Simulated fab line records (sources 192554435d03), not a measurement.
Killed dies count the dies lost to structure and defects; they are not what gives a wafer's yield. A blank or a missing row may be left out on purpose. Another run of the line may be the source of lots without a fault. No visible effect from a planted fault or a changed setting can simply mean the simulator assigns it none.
Matching of chambers    flow n5-finfet    pecvd-03 running N5_FIN_SAQP_HM_DEP_03: 3 sister chambers
The step deposits SiNx from SiH4/NH3/N2, target thk 38 nm, time 33.6 s. 14 wafers are shown with their chamber, then 7 later ones without.

## WAFERS, EACH WITH ITS CHAMBER
wafer   chamber  throttle-valve-pct (%)  showerhead-plenum-p-Torr (Torr)  heater-power-w (W)
L074.3  1        40.7                    5.24                             760
L074.4  0        41.0                    5.18                             616
L074.5  2        37.6                    5.14                             878
L077.4  2        37.7                    5.12                             858
L077.5  0        40.8                    5.19                             700
L077.6  2        37.4                    5.12                             851
L081.2  1        40.7                    5.25                             776
L081.5  2        37.7                    5.12                             818
L081.6  0        40.9                    5.19                             620
L086.1  0        40.9                    5.19                             740
L086.4  2        37.6                    5.12                             859
L086.6  0        40.7                    5.17                             748
L092.1  2        37.8                    5.14                             777
L092.4  1        40.9                    5.26                             728

SIGNATURES (averages over the wafers above)
reading                   chamber 0  chamber 1  chamber 2  scatter within a chamber
throttle-valve-pct        40.860     40.767     37.633     0.125
showerhead-plenum-p-Torr  5.1840     5.2500     5.1267     0.00979
heater-power-w            684.80     754.67     840.17     46.8
Rule: a wafer's distance from a chamber is the root of the sum, over the readings, of the square of ((its reading less the chamber's mean) divided by the reading's scatter). If the next closest chamber is less than 2 further off than the closest, the wafer can't be placed; otherwise it belongs to the closest. The scatter is the square root of a quotient: the sum, over the shown wafers, of each reading's squared deviation from its chamber's mean, divided by wafers minus chambers.

## WAFERS MISSING THEIR CHAMBER
wafer   throttle-valve-pct (%)  showerhead-plenum-p-Torr (Torr)  heater-power-w (W)
L092.5  37.6                    5.13                             809
L095.2  40.6                    5.25                             705
L095.4  40.8                    5.19                             736
L095.5  40.7                    5.23                             708
L096.3  37.6                    5.12                             753
L096.4  40.7                    5.25                             714
L096.6  37.9                    5.13                             744

## CHAMBER TAKEN BY EACH
wafer   from the rows above  in truth
L092.5  2                    2
L095.2  1                    1
L095.4  0                    0
L095.5  1                    1
L096.3  2                    2
L096.4  1                    1
L096.6  2                    2
Correctly placed: 7 of 7. Number that these rows cannot place: 0. Wrongly placed: 0.
